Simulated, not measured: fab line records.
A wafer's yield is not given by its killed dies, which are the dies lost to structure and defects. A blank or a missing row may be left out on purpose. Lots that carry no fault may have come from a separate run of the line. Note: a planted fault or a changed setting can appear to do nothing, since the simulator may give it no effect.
Chamber matching ; flow nandHarc ; NHARC_A_CHANNEL_FILL_D1_CMP_10 on cmp-01: 4 sister chambers
The step polishes, target thk 150 nm. 8 wafers are shown with their chamber, then 9 later ones without.

EACH WAFER AND ITS CHAMBER
wafer;chamber;motorCurrentA (A);timeToEndpointS (s)
L077.5;3;12.1;10.8
L081.3;3;12.1;10.8
L087.1;2;12.8;16.0
L089.2;1;11.6;16.0
L089.5;0;10.0;14.0
L092.1;0;9.7;13.0
L092.5;1;11.1;15.5
L092.6;2;12.6;15.3

WAFERS MISSING THEIR CHAMBER
wafer;motorCurrentA (A);timeToEndpointS (s)
L094.3;9.6;11.4
L094.4;12.3;10.4
L094.6;12.4;12.4
L095.1;12.6;13.4
L095.2;11.4;13.4
L095.6;12.0;12.5
L096.2;12.5;14.1
L096.4;12.4;12.9
L096.5;12.5;13.8

WHICH CHAMBER EACH WENT THROUGH
wafer;from the rows above;in truth
L094.3;0;0
L094.4;3;3
L094.6;3;3
L095.1;can't be placed: 2 or 3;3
L095.2;can't be placed: 1 or 3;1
L095.6;3;3
L096.2;2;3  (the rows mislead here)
L096.4;can't be placed: 3 or 2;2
L096.5;2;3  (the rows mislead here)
Correct placement for 4 of the 9. These rows do not allow placing 3 (true chamber among the candidates in 3). Wrongly placed: 2.
How it was worked out, from the rows above alone: a wafer's distance from a chamber is the root of the sum, over the readings, of the square of ((its reading less the chamber's mean) divided by the reading's scatter). If the next closest chamber is less than 2 further off than the closest, the wafer can't be placed; otherwise it belongs to the closest. A chamber's mean is the mean of its shown wafers. The scatter is the square root of a quotient: the sum, over the shown wafers, of each reading's squared deviation from its chamber's mean, divided by wafers minus chambers.
